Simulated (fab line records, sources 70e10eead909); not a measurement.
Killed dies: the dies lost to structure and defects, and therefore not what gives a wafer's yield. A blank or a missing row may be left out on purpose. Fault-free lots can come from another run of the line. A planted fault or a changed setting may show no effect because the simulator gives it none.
The tool behind it: which one? | flow nand-harc | 12 lots, 36 wafers sampled, at 5 steps of a route of 1159

WHAT THE GAUGES READ, wafer by wafer
NHARC_END_SORT_01.
lot  | measured     | on        | killed-at-array | killed-at-other | killed-at-periphery | killed-dies | killed-open | killed-short
L645 | day 22 07:37 | prober-01 | 671 45 35       | 0 0 0           | 6 2 1               | 677 47 36   | 4 2 7       | 1 3 1
L642 | day 22 16:13 | prober-01 | 670 28 37       | 0 0 0           | 7 4 4               | 677 32 41   | 8 7 6       | 2 2 1

EACH LOT AND THE TOOL THAT RAN IT (in order: tool; ch and the chambers of the sampled wafers; start)
lot  | NHARC_A_STAIRCASE_ETCH_21                     | NHARC_A_STAIRCASE_TRIM_22                     | NHARC_A_STAIRCASE_STRIP_175          | NHARC_A_STAIRCASE_ETCH_192
L632 | rie-diel-11 ch 1,2, day 10 20:47 or earlier   | rie-diel-11 ch 0,2,3, day 10 20:47 or earlier | plasma-asher-02 ch 1, day 10 20:47   | rie-diel-12 ch 0,1,2, day 11 01:46
L633 | rie-diel-04 ch 0,2, day 11 09:08 or earlier   | rie-diel-04 ch 0,2, day 11 09:08 or earlier   | plasma-asher-02 ch 0,1, day 11 09:08 | rie-diel-11 ch 0,2,3, day 11 11:54
L636 | rie-diel-11 ch 0,2,3, day 11 20:29 or earlier | rie-diel-11 ch 0,1,2, day 11 20:29 or earlier | plasma-asher-02 ch 0,1, day 11 20:29 | rie-diel-12 ch 2,3, day 11 22:46
L635 | rie-diel-04 ch 0,1, day 11 21:02 or earlier   | rie-diel-04 ch 0,1,3, day 11 21:02 or earlier | plasma-asher-01 ch 0,1, day 11 21:02 | rie-diel-11 ch 1,2,3, day 11 23:51
L637 | rie-diel-11 ch 1,2,3, day 12 05:25 or earlier | rie-diel-11 ch 0,2,3, day 12 05:25 or earlier | plasma-asher-02 ch 0,1, day 12 05:25 | rie-diel-04 ch 1,2,3, day 12 07:38
L640 | rie-diel-11 ch 1,2, day 13 08:11 or earlier   | rie-diel-11 ch 0,2, day 13 08:11 or earlier   | plasma-asher-02 ch 0,1, day 13 08:11 | rie-diel-12 ch 0,2,3, day 13 10:20
L643 | rie-diel-04 ch 0,1, day 13 20:36 or earlier   | rie-diel-04 ch 0,1, day 13 20:36 or earlier   | plasma-asher-02 ch 1, day 13 20:36   | rie-diel-04 ch 0,1,2, day 13 23:03
L645 | rie-diel-12 ch 0,1, day 14 05:56 or earlier   | rie-diel-12 ch 2,3, day 14 05:56 or earlier   | plasma-asher-01 ch 0,1, day 14 05:56 | rie-diel-12 ch 0,1,3, day 14 08:02
L647 | rie-diel-12 ch 2,3, day 14 14:30 or earlier   | rie-diel-12 ch 1,2, day 14 14:30 or earlier   | plasma-asher-02 ch 0,1, day 14 14:30 | rie-diel-11 ch 0,1,3, day 14 16:35
L642 | rie-diel-12 ch 0,2,3, day 14 14:44 or earlier | rie-diel-12 ch 0,1,3, day 14 14:44 or earlier | plasma-asher-02 ch 0,1, day 14 14:44 | rie-diel-12 ch 0,2,3, day 14 17:08
L649 | rie-diel-12 ch 0,2,3, day 15 13:50 or earlier | rie-diel-12 ch 1,2,3, day 15 13:50 or earlier | plasma-asher-02 ch 0,1, day 15 13:50 | rie-diel-11 ch 0,1,2, day 15 16:11
L654 | rie-diel-04 ch 0,1, day 16 08:50 or earlier   | rie-diel-04 ch 0,1,3, day 16 08:50 or earlier | plasma-asher-01 ch 0,1, day 16 08:50 | rie-diel-04 ch 0,1,3, day 16 10:59
- NHARC_A_STAIRCASE_ETCH_21: etches the open film in C4F8/O2, target depth 100 nm, time 40.5 s.
- NHARC_A_STAIRCASE_TRIM_22: chemistry O2, time 211.2 s.
- NHARC_A_STAIRCASE_STRIP_175: strips in O2.
- NHARC_A_STAIRCASE_ETCH_192: etches the open film in C4F8/O2, target depth 100 nm, time 40.5 s.

AS READ BY THE TOOLS THEMSELVES (means over the sampled wafers that have a number; for cases with no such wafer, the mark the record gives instead)
NHARC_A_STAIRCASE_ETCH_21.
lot  | tool        | oes-product-au (a.u.) | rf-fwd-power-W (W) | rf-vpp-V (V) | run-length-s (s)
L632 | rie-diel-11 | 0.945                 | 590.9              | 899          | 61.5
L633 | rie-diel-04 | 0.961                 | 594.6              | 890          | 61.9
L636 | rie-diel-11 | 0.956                 | 593.6              | 898          | 61.6
L635 | rie-diel-04 | 0.940                 | 593.1              | 890          | 62.1
L637 | rie-diel-11 | 0.944                 | 592.6              | 898          | 61.7
L640 | rie-diel-11 | 0.945                 | 591.7              | 893          | 61.6
L643 | rie-diel-04 | 0.971                 | 593.6              | 890          | 62.2
L645 | rie-diel-12 | 0.976                 | 587.8              | 894          | 61.7
L647 | rie-diel-12 | 0.926                 | 593.2              | 899          | 61.7
L642 | rie-diel-12 | 0.916                 | 588.9              | 897          | 61.7
L649 | rie-diel-12 | 0.933                 | 590.5              | 896          | 61.5
L654 | rie-diel-04 | 0.949                 | 592.5              | 891          | 62.1

NHARC_A_STAIRCASE_TRIM_22.
lot  | tool        | drypump-motor-current-A (A) | oes-product-au (a.u.) | rf-vpp-V (V) | showerhead-plenum-p-Torr (Torr) | throttle-valve-pct (%)
L632 | rie-diel-11 | 5.3                         | 0.997                 | 58.0         | 3.59                            | 17.036
L633 | rie-diel-04 | 5.5                         | 1.000                 | 56.9         | 3.42                            | 17.033
L636 | rie-diel-11 | 5.4                         | 1.005                 | 58.1         | 3.45                            | 17.040
L635 | rie-diel-04 | 5.5                         | 1.007                 | 57.5         | 3.47                            | 17.040
L637 | rie-diel-11 | 5.3                         | 1.004                 | 58.1         | 3.58                            | 17.034
L640 | rie-diel-11 | 4.9                         | 1.010                 | 58.4         | 3.56                            | 17.036
L643 | rie-diel-04 | 5.8                         | 1.004                 | 57.5         | 3.37                            | 17.038
L645 | rie-diel-12 | 5.8                         | 1.004                 | 57.4         | 3.61                            | 17.043
L647 | rie-diel-12 | 5.3                         | 0.990                 | 57.8         | 3.41                            | 17.040
L642 | rie-diel-12 | 5.5                         | 1.001                 | 58.0         | 3.50                            | 17.032
L649 | rie-diel-12 | 5.6                         | 0.992                 | 58.1         | 3.50                            | 17.041
L654 | rie-diel-04 | 5.5                         | 1.006                 | 57.9         | 3.45                            | 17.038

NHARC_A_STAIRCASE_STRIP_175.
lot  | tool            | drypump-motor-current-A (A) | heater-power-w (W)
L632 | plasma-asher-02 | 5.0                         | 310
L633 | plasma-asher-02 | 5.6                         | 324
L636 | plasma-asher-02 | 5.6                         | 325
L635 | plasma-asher-01 | 5.4                         | 318
L637 | plasma-asher-02 | 5.3                         | 321
L640 | plasma-asher-02 | 5.3                         | 318
L643 | plasma-asher-02 | 5.1                         | 308
L645 | plasma-asher-01 | 5.4                         | 307
L647 | plasma-asher-02 | 5.3                         | 319
L642 | plasma-asher-02 | 5.3                         | 316
L649 | plasma-asher-02 | 5.3                         | 317
L654 | plasma-asher-01 | 5.4                         | 307

NHARC_A_STAIRCASE_ETCH_192.
lot  | tool        | oes-product-au (a.u.) | rf-fwd-power-W (W) | rf-vpp-V (V) | run-length-s (s)
L632 | rie-diel-12 | 0.938                 | 591                | 894          | 61.5
L633 | rie-diel-11 | 0.947                 | 593                | 898          | 61.8
L636 | rie-diel-12 | 0.946                 | 590                | 898          | 61.5
L635 | rie-diel-11 | 0.945                 | 591                | 898          | 61.7
L637 | rie-diel-04 | 0.937                 | 593                | 894          | 62.1
L640 | rie-diel-12 | 0.951                 | 589                | 896          | 61.7
L643 | rie-diel-04 | 0.930                 | 594                | 890          | 61.9
L645 | rie-diel-12 | 0.941                 | 592                | 895          | 57.5
L647 | rie-diel-11 | 0.949                 | 593                | 893          | 61.9
L642 | rie-diel-12 | 0.926                 | 590                | 897          | 57.2
L649 | rie-diel-11 | 0.956                 | 593                | 894          | 61.3
L654 | rie-diel-04 | 0.943                 | 595                | 894          | 62.4

THE ANSWER, worked out from the rows above alone
Rule: what is usual is taken from the lots themselves. Put in order of their means at a reading, lots are off if they are a third of the lots or fewer, leave a main group of 4 or more, and stand apart from it by a gap of 3 or more times the standard deviation of the main group's means; of several such gaps the widest counts. Not used: any main group whose means are identical at the precision the tables above print for the reading. Also off: a lot with no number at a reading for which 4 or more lots have one. The other lots that the step has rows for count as sound. First the gauges in route order, then the tools' own readings, where a lot's mean is used as printed above. The first step at which some lot is off is used, and at that step the reading that is off furthest; a lot without a number counts as furthest.
Off at NHARC_A_STAIRCASE_ETCH_192 (run-length-s): L645, L642. For the main group the mean is 61.8 s and the standard deviation 0.3.
A tool fits if, at that step or a process step before it, it ran every lot that is off, and no sound lot after the first of them. Because NHARC_A_STAIRCASE_ETCH_21 lacks a start for some lots, the hours and order of its lots are taken from NHARC_A_STAIRCASE_STRIP_175. Because NHARC_A_STAIRCASE_TRIM_22 lacks a start for some lots, the hours and order of its lots are taken from NHARC_A_STAIRCASE_STRIP_175. One fits: rie-diel-12 at NHARC_A_STAIRCASE_ETCH_192. Its last sound lot is L640 (day 13 10:20), its first lot that is off L645 (day 14 08:02): a fault that began between those two fits.
The tool's own readings at NHARC_A_STAIRCASE_ETCH_192 bear it out: on the lots that are off they differ by more than 5 times the standard deviation of the sound lots' means. run-length-s reads 57.4 s there against 61.8 s on the sound lots.

WHAT THE SIMULATOR HAD INSERTED
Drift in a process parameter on rie-diel-12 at NHARC_A_STAIRCASE_ETCH_192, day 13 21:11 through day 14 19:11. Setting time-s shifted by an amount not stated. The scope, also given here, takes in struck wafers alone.
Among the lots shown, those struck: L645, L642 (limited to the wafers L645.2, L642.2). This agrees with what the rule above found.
